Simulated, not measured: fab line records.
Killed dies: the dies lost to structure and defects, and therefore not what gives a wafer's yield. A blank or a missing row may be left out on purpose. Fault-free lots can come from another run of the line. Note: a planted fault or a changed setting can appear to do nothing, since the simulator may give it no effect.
fab line records -- flow n5Finfet
record lots=7, wafers=39
route steps=1938 shown PMOS_HMC_CHANNEL_EPI@78 DUMMY_GATE@237 GATE_CUT@484
startH: the number of hours between the record's first day and the start of the first shown wafer of the lot -- waitH: how many hours have passed since the lot's step before this one -- " repeats the value in the row above -- L1.1+2: several wafers, shown together as one row -- - either no value or no given start -- * or withheld: withheld -- < > ~ a bound
route shown NAME@n: names a module that has steps shown in the file, with the first one's number in the route -- usual: average and standard deviation across the fault-free wafers -- same: alike in all rows -- chamber/n: place in a boat -- sites: the reading at each site -- _std_site: the standard deviation of these -- _edge_site: inner sites' mean taken away from outer sites' mean -- radiusMm: for every site, how far away it sits from the centre of the wafer -- mask NAME#n: copy n -- behind: the tool/chamber that last shaped the wafer -- hold: reason for holding the lot/hours on hold/outcome of the hold -- device: names the non-switching transistor (n, p or np) -- end of line: the tests these same wafers got at the end of their route -- a step with no rows: only its recipe -- killed: the dies lost at the first sort to structure and to defects; this is not the yield of the wafer -- map: a wafer's dies, x killed, . not, _ none there
set.NAME: the setting the step ran with; set.NAME@STEP: the setting that earlier step ran with -- model.NAME: the simulator's own value behind a step, which no gauge read
lots with deliberately changed settings; one table per step, one row per wafer
## steps
# step N5_PMOS_HMC_CHANNEL_EPI_EPI_20
# recipe material=SiGe30, maskMaterial=SiO2, pressureTorr=20, targetThkA=590, tempC=600
lot.wafer,tool,chamber,startH,waitH,set.tempC,model.SiGe30_of_PMOS_HMC_CHANNEL_EPI_EPI_20.thkNm
L075.1,epiRpcvd-04,0,23.85,0.0,600,59.56
L075.2,epiRpcvd-04,0,23.85,0.0,600,60.08
L075.3,epiRpcvd-04,0,23.85,0.0,600,59.95
L075.4,epiRpcvd-04,0,23.85,0.0,600,59.53
L075.5,epiRpcvd-04,0,23.85,0.0,600,59.98
L075.6,epiRpcvd-04,0,23.85,0.0,600,60.09
L076.1,epiRpcvd-04,0,30.84,0.0,600,58.14
L076.2,epiRpcvd-04,0,30.84,0.0,596.6,54.73
L076.3,epiRpcvd-04,0,30.84,0.0,600,57.29
L076.4,epiRpcvd-04,0,30.84,0.0,600,58.23
L076.5,epiRpcvd-04,0,30.84,0.0,596.6,53.74
L076.6,epiRpcvd-04,0,30.84,0.0,596.6,54.59
L077.1,epiRpcvd-04,0,36.17,0.0,600,59.36
L077.2,epiRpcvd-04,0,36.17,0.0,600,58.34
L077.3,epiRpcvd-04,0,36.17,0.0,600,59.08
L077.4,epiRpcvd-04,0,36.17,0.0,600,58.59
L077.5,epiRpcvd-04,0,36.17,0.0,600,59.19
L077.6,epiRpcvd-04,0,36.17,0.0,600,58.18
L079.1,epiRpcvd-01,0,48.68,0.0,602.3,61.19
L079.2,epiRpcvd-01,0,48.68,0.0,600,58.32
L079.3,epiRpcvd-01,0,48.68,0.0,602.3,62.01
L079.4,epiRpcvd-01,0,48.68,0.0,600,58.15
L079.5,epiRpcvd-01,0,48.68,0.0,600,58.93
L079.6,epiRpcvd-01,0,48.68,0.0,602.3,61.55
L081.1,epiRpcvd-01,0,61.61,0.0,602,61.38
L081.2,epiRpcvd-01,0,61.61,0.0,600,59.37
L081.3,epiRpcvd-01,0,61.61,0.0,600,58.34
L081.4,epiRpcvd-01,0,61.61,0.0,602,62.33
L081.5,epiRpcvd-01,0,61.61,0.0,602,61.51
L081.6,epiRpcvd-01,0,61.61,0.0,600,59.74
L082.1,epiRpcvd-03,0,67.53,0.0,600,57.08
L082.3,epiRpcvd-03,0,67.53,0.0,600,57.66
L082.5,epiRpcvd-03,0,67.53,0.0,600,56.94
L086.1,epiRpcvd-01,0,90.20,0.0,600,58.65
L086.2,epiRpcvd-01,0,90.20,0.0,604.4,63.85
L086.3+4,epiRpcvd-01,0,90.20,0.0,600,59.1
L086.5,epiRpcvd-01,0,90.20,0.0,604.4,63.99
L086.6,epiRpcvd-01,0,90.20,0.0,604.4,64.15
# step N5_DUMMY_GATE_ETCH_37
# recipe chemistry=N2/H2, target=SOC, targetDepthA=600, overetchA=300, tempC=40, ionEnergyEv=200, pressureMtorr=30, sourceW=840, biasW=150, n2FlowSccm=200, h2FlowSccm=200
# usual rfVppV=523.7/2.7
lot.wafer,tool,chamber,startH,waitH,set.sourceW,rfVppV
L075.1,rieDiel-01,0,54.76,0.0,721.6,552.2
L075.2,rieDiel-01,1,54.76,0.0,840,520.1
L075.3,rieDiel-01,2,54.76,0.0,840,523.3
L075.4,rieDiel-01,1,54.76,0.0,840,521.3
L075.5,rieDiel-01,0,54.76,0.0,721.6,552.5
L075.6,rieDiel-01,2,54.76,0.0,721.6,551.1
L076.1,rieDiel-03,3,59.24,0.0,840,524.1
L076.2,rieDiel-03,2,59.24,0.0,840,526.6
L076.3,rieDiel-03,0,59.24,0.0,693.4,561.2
L076.4,rieDiel-03,1,59.24,0.0,840,522.7
L076.5,rieDiel-03,3,59.24,0.0,693.4,558.3
L076.6,rieDiel-03,0,59.24,0.0,693.4,561.3
L077.1,rieDiel-01,3,64.55,0.0,840,526.6
L077.2,rieDiel-01,2,64.55,0.0,840,522.4
L077.3,rieDiel-01,1,64.55,0.0,840,521.3
L077.4,rieDiel-01,2,64.55,0.0,840,523.4
L077.5,rieDiel-01,3,64.55,0.0,840,526.1
L077.6,rieDiel-01,1,64.55,0.0,840,519.9
L079.1,rieDiel-02,0,76.66,0.0,840,522.5
L079.2,rieDiel-02,1,76.66,0.0,840,524.8
L079.3,rieDiel-02,3,76.66,0.0,840,526.9
L079.4,rieDiel-02,2,76.66,0.0,929.1,503.6
L079.5,rieDiel-02,1,76.66,0.0,929.1,507.0
L079.6,rieDiel-02,2,76.66,0.0,929.1,504.4
L081.1,rieDiel-01,2,89.73,0.0,840,523.2
L081.2,rieDiel-01,0,89.73,0.0,724.4,549.4
L081.3,rieDiel-01,3,89.73,0.0,840,525.8
L081.4,rieDiel-01,1,89.73,0.0,724.4,546.7
L081.5,rieDiel-01,2,89.73,0.0,724.4,549.2
L081.6,rieDiel-01,1,89.73,0.0,840,519.6
L082.1,rieDiel-03,0,96.56,0.0,840,526.2
L082.3,rieDiel-03,1,96.56,0.0,840,520.3
L082.5,rieDiel-03,0,96.56,0.0,840,526.1
L086.1,rieDiel-02,3,120.03,0.0,994.5,497.5
L086.2,rieDiel-02,1,120.03,0.0,994.5,495.8
L086.3,rieDiel-02,2,120.03,0.0,840,521.0
L086.4,rieDiel-02,0,120.03,0.0,840,522.7
L086.5,rieDiel-02,1,120.03,0.0,840,522.8
L086.6,rieDiel-02,2,120.03,0.0,994.5,491.7
# step N5_DUMMY_GATE_ETCH_32
# recipe chemistry=CF4, target=SiO2, targetDepthA=35, timeS=3.9, ionEnergyEv=350, pressureMtorr=10, icpW=800, biasW=400, cf4FlowSccm=80
lot.wafer,tool,chamber,startH,waitH,set.timeS,model.etch.depthNm
L075.1,rieSi-03,3,55.58,0.1,3.9,3.459
L075.2,rieSi-03,1,55.58,0.1,4.607,4.187
L075.3,rieSi-03,0,55.58,0.1,4.607,4.028
L075.4,rieSi-03,2,55.58,0.1,3.9,3.533
L075.5,rieSi-03,0,55.58,0.1,4.607,4.001
L075.6,rieSi-03,1,55.58,0.1,3.9,3.565
L076.1,rieSi-05,0,59.77,0.1,3.542,3.197
L076.2,rieSi-05,2,59.77,0.1,3.542,3.145
L076.3,rieSi-05,3,59.77,0.1,3.9,3.253
L076.4,rieSi-05,1,59.77,0.1,3.9,3.285
L076.5,rieSi-05,0,59.77,0.1,3.9,3.491
L076.6,rieSi-05,1,59.77,0.1,3.542,2.98
L077.1,rieSi-05,1,65.07,0.1,3.9,3.334
L077.2,rieSi-05,0,65.07,0.1,4.265,3.881
L077.3,rieSi-05,2,65.07,0.1,3.9,3.489
L077.4,rieSi-05,3,65.07,0.1,3.9,3.303
L077.5,rieSi-05,2,65.07,0.1,4.265,3.822
L077.6,rieSi-05,3,65.07,0.1,4.265,3.585
L079.1,rieSi-05,1,77.19,0.1,3.141,2.706
L079.2,rieSi-05,0,77.19,0.1,3.9,3.55
L079.3,rieSi-05,2,77.19,0.1,3.9,3.532
L079.4,rieSi-05,3,77.19,0.1,3.141,2.672
L079.5,rieSi-05,2,77.19,0.1,3.141,2.865
L079.6,rieSi-05,1,77.19,0.1,3.9,3.369
L081.1,rieSi-03,1,90.25,0.1,3.155,2.885
L081.2,rieSi-03,0,90.25,0.1,3.9,3.401
L081.3,rieSi-03,3,90.25,0.1,3.155,2.809
L081.4,rieSi-03,2,90.25,0.1,3.155,2.795
L081.5,rieSi-03,1,90.25,0.1,3.9,3.552
L081.6,rieSi-03,2,90.25,0.1,3.9,3.482
L082.1,rieSi-05,0,97.47,0.1,3.9,3.54
L082.3,rieSi-05,2,97.47,0.1,3.9,3.479
L082.5,rieSi-05,3,97.47,0.1,3.9,3.265
L086.1,rieSi-03,3,120.55,0.1,3.548,3.205
L086.2,rieSi-03,1,120.55,0.1,3.9,3.561
L086.3,rieSi-03,2,120.55,0.1,3.9,3.472
L086.4,rieSi-03,0,120.55,0.1,3.9,3.422
L086.5,rieSi-03,1,120.55,0.1,3.548,3.235
L086.6,rieSi-03,2,120.55,0.1,3.548,3.193
# step N5_GATE_CUT_EXPOSE_10
# recipe maskId=GATE_CUT, na=0.33, sourceShape=annular, sigmaInner=0.35, sigmaOuter=0.8, polarization=unpolarized, targetCdNm=20, doseMj=43.25
lot.wafer,tool,chamber,startH,waitH,mask,set.doseMj
L075.1+3+4,euvScanner-02,0,91.48,-,GATE_CUT#0,43.25
L075.2+5+6,euvScanner-02,0,91.48,-,GATE_CUT#0,42.02
L076.1+3+6,euvScanner-01,0,94.56,-,GATE_CUT#0,43.25
L076.2+4+5,euvScanner-01,0,94.56,-,GATE_CUT#0,41.44
L077.1+2+3+4+5+6,euvScanner-02,0,101.42,-,GATE_CUT#0,43.25
L079.1+5+6,euvScanner-01,0,114.94,-,GATE_CUT#0,46.57
L079.2+3+4,euvScanner-01,0,114.94,-,GATE_CUT#0,43.25
L081.1+5+6,euvScanner-02,0,127.00,-,GATE_CUT#0,45.58
L081.2+3+4,euvScanner-02,0,127.00,-,GATE_CUT#0,43.25
L082.1+3+5,euvScanner-02,0,135.15,-,GATE_CUT#0,43.25
L086.1+2+3+4+5+6,euvScanner-01,0,158.62,-,GATE_CUT#0,43.25
# step N5_GATE_CUT_PEB_11
# recipe pebTempC=100, pebTimeS=60, resist=CAR-EUV
# step N5_GATE_CUT_DEVELOP_12
# recipe developTimeS=30, developer=TMAH, resist=CAR-EUV, rinseLiquid=surfactantRinse, dry=airSpin, devTempC=23
# step N5_GATE_CUT_CD_MEAS_13
# recipe targetCdNm=20, landingEnergyEv=500, detector=seInlens
# usual cdNm=20.06/0.28
lot.wafer,tool,chamber,startH,waitH,set.doseMj@GATE_CUT_EXPOSE_10,cdNm
L075.1,cdSem-03,0,91.61,-,43.25,20.39
L075.2,cdSem-03,0,91.61,-,42.02,19.42
L075.3,cdSem-03,0,91.61,-,43.25,20.10
L075.4,cdSem-03,0,91.61,-,43.25,20.17
L075.5,cdSem-03,0,91.61,-,42.02,19.97
L075.6,cdSem-03,0,91.61,-,42.02,19.15
L076.1,cdSem-02,0,94.69,-,43.25,20.14
L076.2,cdSem-02,0,94.69,-,41.44,19.26
L076.3,cdSem-02,0,94.69,-,43.25,20.31
L076.4,cdSem-02,0,94.69,-,41.44,19.48
L076.5,cdSem-02,0,94.69,-,41.44,19.02
L076.6,cdSem-02,0,94.69,-,43.25,19.89
L077.1,cdSem-01,0,101.55,-,43.25,20.26
L077.2,cdSem-01,0,101.55,-,43.25,20.01
L077.3,cdSem-01,0,101.55,-,43.25,19.79
L077.4,cdSem-01,0,101.55,-,43.25,20.47
L077.5,cdSem-01,0,101.55,-,43.25,19.85
L077.6,cdSem-01,0,101.55,-,43.25,19.60
L079.1,cdSem-03,0,115.07,-,46.57,21.95
L079.2,cdSem-03,0,115.07,-,43.25,20.00
L079.3,cdSem-03,0,115.07,-,43.25,19.75
L079.4,cdSem-03,0,115.07,-,43.25,19.79
L079.5,cdSem-03,0,115.07,-,46.57,21.60
L079.6,cdSem-03,0,115.07,-,46.57,21.51
L081.1,cdSem-01,0,127.14,-,45.58,21.05
L081.2,cdSem-01,0,127.14,-,43.25,20.21
L081.3,cdSem-01,0,127.14,-,43.25,20.36
L081.4,cdSem-01,0,127.14,-,43.25,20.56
L081.5,cdSem-01,0,127.14,-,45.58,21.19
L081.6,cdSem-01,0,127.14,-,45.58,21.00
L082.1,cdSem-02,0,135.28,-,43.25,20.01
L082.3,cdSem-02,0,135.28,-,43.25,19.97
L082.5,cdSem-02,0,135.28,-,43.25,19.95
L086.1,cdSem-03,0,158.75,-,43.25,20.26
L086.2,cdSem-03,0,158.75,-,43.25,20.07
L086.3,cdSem-03,0,158.75,-,43.25,20.12
L086.4,cdSem-03,0,158.75,-,43.25,19.83
L086.5,cdSem-03,0,158.75,-,43.25,19.85
L086.6,cdSem-03,0,158.75,-,43.25,19.98
# step N5_GATE_CUT_DESCUM_18
# recipe chemistry=O2, timeS=7, sourcePowerW=50, biasPowerW=20, pressureMtorr=20, rfFrequencyHz=2.712e+07, tempC=40, resist=CAR-EUV, o2FlowSccm=225
lot.wafer,tool,chamber,startH,waitH,set.doseMj@GATE_CUT_EXPOSE_10,model.GATE_CUT.cdNm
L075.1+4,rieDiel-01,"0,2",91.73,0.0,43.25,20.2
L075.2+6,rieDiel-01,3,91.73,0.0,42.02,19.4
L075.3,rieDiel-01,1,91.73,0.0,43.25,20
L075.5,rieDiel-01,2,91.73,0.0,42.02,19.8
L076.1,rieDiel-03,2,94.81,0.0,43.25,20.2
L076.2+4,rieDiel-03,"0,1",94.81,0.0,41.44,19.2
L076.3,rieDiel-03,3,94.81,0.0,43.25,20
L076.5,rieDiel-03,1,94.81,0.0,41.44,19.6
L076.6,rieDiel-03,0,94.81,0.0,43.25,20.4
L077.1+3,rieDiel-02,"3,0",101.76,0.1,43.25,20.2
L077.2,rieDiel-02,1,101.76,0.1,43.25,19.8
L077.4+5,rieDiel-02,"2,3",101.76,0.1,43.25,20
L077.6,rieDiel-02,2,101.76,0.1,43.25,19.6
L079.1+5+6,rieDiel-02,"3,3,0",115.19,0.0,46.57,21.6
L079.2,rieDiel-02,0,115.19,0.0,43.25,20
L079.3+4,rieDiel-02,"1,2",115.19,0.0,43.25,19.8
L081.1,rieDiel-01,2,127.26,0.0,45.58,21.4
L081.2,rieDiel-01,3,127.26,0.0,43.25,20.2
L081.3+4,rieDiel-01,"1,0",127.26,0.0,43.25,20.4
L081.5,rieDiel-01,1,127.26,0.0,45.58,21.2
L081.6,rieDiel-01,0,127.26,0.0,45.58,21
L082.1,rieDiel-01,2,135.41,0.0,43.25,20
L082.3,rieDiel-01,3,135.41,0.0,43.25,19.6
L082.5,rieDiel-01,3,135.41,0.0,43.25,19.8
L086.1+3,rieDiel-01,"1,2",158.88,0.0,43.25,20.2
L086.2,rieDiel-01,3,158.88,0.0,43.25,20
L086.4+5+6,rieDiel-01,"0,0,3",158.88,0.0,43.25,19.8
# step N5_GATE_CUT_ETCH_28
# recipe chemistry=N2/H2, target=underlayer, targetDepthA=130, maskMaterial=CAR-EUV, timeS=10.4, ionEnergyEv=200, pressureMtorr=30, sourceW=840, biasW=150, n2FlowSccm=200, h2FlowSccm=200, ends=cleared
# step N5_GATE_CUT_ETCH_36
# recipe chemistry=CF4, target=SiARC, targetDepthA=130, maskMaterial=CAR-EUV, timeS=21.7, ionEnergyEv=80, pressureMtorr=40, sourceW=545, biasW=36, Ar_flow_sccm=100, cf4FlowSccm=100, ends=cleared
lot.wafer,tool,chamber,startH,waitH,set.doseMj@GATE_CUT_EXPOSE_10,model.GATE_CUT.cdNm
L075.1,rieDiel-01,0,91.79,0.0,43.25,20.6
L075.2+6,rieDiel-01,3,91.79,0.0,42.02,19.2
L075.3+4,rieDiel-01,"1,2",91.79,0.0,43.25,20.2
L075.5,rieDiel-01,2,91.79,0.0,42.02,19.8
L076.1+3,rieDiel-03,"2,3",94.87,0.0,43.25,20.2
L076.2+5,rieDiel-03,"0,1",94.87,0.0,41.44,19.4
L076.4,rieDiel-03,1,94.87,0.0,41.44,19.2
L076.6,rieDiel-03,0,94.87,0.0,43.25,20.4
L077.1,rieDiel-02,3,101.82,0.0,43.25,20.4
L077.2,rieDiel-02,1,101.82,0.0,43.25,20
L077.3+4+5,rieDiel-02,"0,2,3",101.82,0.0,43.25,20.2
L077.6,rieDiel-02,2,101.82,0.0,43.25,19.8
L079.1,rieDiel-02,3,115.25,0.0,46.57,21.8
L079.2,rieDiel-02,0,115.25,0.0,43.25,19.8
L079.3,rieDiel-02,1,115.25,0.0,43.25,20
L079.4,rieDiel-02,2,115.25,0.0,43.25,20.2
L079.5,rieDiel-02,3,115.25,0.0,46.57,21.6
L079.6,rieDiel-02,0,115.25,0.0,46.57,21.4
L081.1+6,rieDiel-01,"2,0",127.31,0.0,45.58,21.2
L081.2,rieDiel-01,3,127.31,0.0,43.25,19.8
L081.3+4,rieDiel-01,"1,0",127.31,0.0,43.25,20.4
L081.5,rieDiel-01,1,127.31,0.0,45.58,21.4
L082.1,rieDiel-01,2,135.46,0.0,43.25,20
L082.3,rieDiel-01,3,135.46,0.0,43.25,19.4
L082.5,rieDiel-01,3,135.46,0.0,43.25,19.6
L086.1,rieDiel-01,1,158.93,0.0,43.25,20.2
L086.2,rieDiel-01,3,158.93,0.0,43.25,19.6
L086.3+5,rieDiel-01,"2,0",158.93,0.0,43.25,20
L086.4,rieDiel-01,0,158.93,0.0,43.25,19.8
L086.6,rieDiel-01,3,158.93,0.0,43.25,19.4
# step N5_GATE_CUT_ETCH_37
# recipe chemistry=N2/H2, target=SOC, targetDepthA=600, overetchA=120, maskMaterial=SiARC, tempC=40, timeS=90, ionEnergyEv=200, pressureMtorr=30, sourceW=840, biasW=150, n2FlowSccm=200, h2FlowSccm=200
# usual rfVppV=523.8/2.7
lot.wafer,tool,chamber,startH,waitH,set.biasW,set.doseMj@GATE_CUT_EXPOSE_10,rfVppV,model.GATE_CUT.cdNm,model.SiARC_of_GATE_CUT_COAT_35.thkNm
L075.1,rieDiel-01,0,91.81,0.0,150,43.25,524.5,20.6,6
L075.2,rieDiel-01,3,91.81,0.0,174.8,42.02,580.0,19.2,4.8
L075.3,rieDiel-01,1,91.81,0.0,150,43.25,520.7,20.4,6.2
L075.4,rieDiel-01,2,91.81,0.0,174.8,43.25,576.8,20.4,4.8
L075.5,rieDiel-01,2,91.81,0.0,174.8,42.02,575.5,20,4.8
L075.6,rieDiel-01,3,91.81,0.0,150,42.02,527.8,19.4,5.8
L076.1,rieDiel-03,2,94.89,0.0,150,43.25,526.1,20.2,6
L076.2,rieDiel-03,0,94.89,0.0,150,41.44,526.7,19.4,6
L076.3,rieDiel-03,3,94.89,0.0,150,43.25,523.6,20,5.8
L076.4,rieDiel-03,1,94.89,0.0,150,41.44,520.5,19.4,5.8
L076.5,rieDiel-03,1,94.89,0.0,150,41.44,521.1,19.6,6
L076.6,rieDiel-03,0,94.89,0.0,150,43.25,525.5,20.4,6
L077.1,rieDiel-02,3,101.84,0.0,150,43.25,529.7,20.6,6.4
L077.2,rieDiel-02,1,101.84,0.0,172.9,43.25,573.8,19.8,5.4
L077.3,rieDiel-02,0,101.84,0.0,150,43.25,522.3,19.8,6.2
L077.4,rieDiel-02,2,101.84,0.0,172.9,43.25,568.8,20,5.2
L077.5,rieDiel-02,3,101.84,0.0,150,43.25,528.5,20.4,6.2
L077.6,rieDiel-02,2,101.84,0.0,172.9,43.25,569.6,19.6,5.2
L079.1,rieDiel-02,3,115.27,0.0,150,46.57,528.3,22,6.2
L079.2,rieDiel-02,0,115.27,0.0,164.6,43.25,553.4,19.8,5.8
L079.3,rieDiel-02,1,115.27,0.0,150,43.25,523.6,19.8,6
L079.4,rieDiel-02,2,115.27,0.0,150,43.25,519.8,20,5.8
L079.5,rieDiel-02,3,115.27,0.0,164.6,46.57,560.6,22,5.8
L079.6,rieDiel-02,0,115.27,0.0,164.6,46.57,555.3,21.4,5.8
L081.1,rieDiel-01,2,127.34,0.0,150,45.58,522.8,21.4,5.6
L081.2,rieDiel-01,3,127.34,0.0,150,43.25,526.4,20,5.6
L081.3,rieDiel-01,1,127.34,0.0,135.9,43.25,488.3,20.6,6.6
L081.4,rieDiel-01,0,127.34,0.0,135.9,43.25,493.6,20.8,6.4
L081.5,rieDiel-01,1,127.34,0.0,150,45.58,520.0,21.4,6
L081.6,rieDiel-01,0,127.34,0.0,135.9,45.58,492.4,21.4,6.4
L082.1,rieDiel-01,2,135.49,0.0,150,43.25,524.7,20,5.6
L082.3,rieDiel-01,3,135.49,0.0,150,43.25,526.8,19.4,5.6
L082.5,rieDiel-01,3,135.49,0.0,150,43.25,525.8,19.4,5.8
L086.1,rieDiel-01,1,158.96,0.0,150,43.25,519.5,20.2,6.2
L086.2,rieDiel-01,3,158.96,0.0,130.9,43.25,483.4,19.6,6.4
L086.3,rieDiel-01,2,158.96,0.0,150,43.25,521.1,20,5.6
L086.4,rieDiel-01,0,158.96,0.0,150,43.25,525.2,19.8,6
L086.5,rieDiel-01,0,158.96,0.0,130.9,43.25,481.4,20.2,6.6
L086.6,rieDiel-01,3,158.96,0.0,130.9,43.25,482.4,19.4,6.4
## key
split step=N5_PMOS_HMC_CHANNEL_EPI_EPI_20, setting=tempC, stated=600, by=wafer
response step=N5_PMOS_HMC_CHANNEL_EPI_EPI_20, reading=model.SiGe30_of_PMOS_HMC_CHANNEL_EPI_EPI_20.thkNm, change=+6.95, per=1%, r=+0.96
split step=N5_DUMMY_GATE_ETCH_37, setting=sourceW, stated=840, by=wafer
response step=N5_DUMMY_GATE_ETCH_37, reading=rfVppV, change=-1.85, per=1%, r=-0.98
split step=N5_DUMMY_GATE_ETCH_32, setting=timeS, stated=3.9, by=wafer
response step=N5_DUMMY_GATE_ETCH_32, reading=model.etch.depthNm, change=+0.0339, per=1%, r=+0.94
split step=N5_GATE_CUT_EXPOSE_10, setting=doseMj, stated=43.25, by=wafer
response step=N5_GATE_CUT_CD_MEAS_13, reading=cdNm, change=+0.207, per=1%, r=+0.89
response step=N5_GATE_CUT_DESCUM_18, reading=model.GATE_CUT.cdNm, change=+0.205, per=1%, r=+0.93
response step=N5_GATE_CUT_ETCH_36, reading=model.GATE_CUT.cdNm, change=+0.217, per=1%, r=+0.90
response step=N5_GATE_CUT_ETCH_37, reading=model.GATE_CUT.cdNm, change=+0.225, per=1%, r=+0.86
split step=N5_GATE_CUT_ETCH_37, setting=biasW, stated=150, by=wafer
response step=N5_GATE_CUT_ETCH_37, reading=rfVppV, change=+3.13, per=1%, r=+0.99
response step=N5_GATE_CUT_ETCH_37, reading=model.SiARC_of_GATE_CUT_COAT_35.thkNm, change=-0.0596, per=1%, r=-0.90
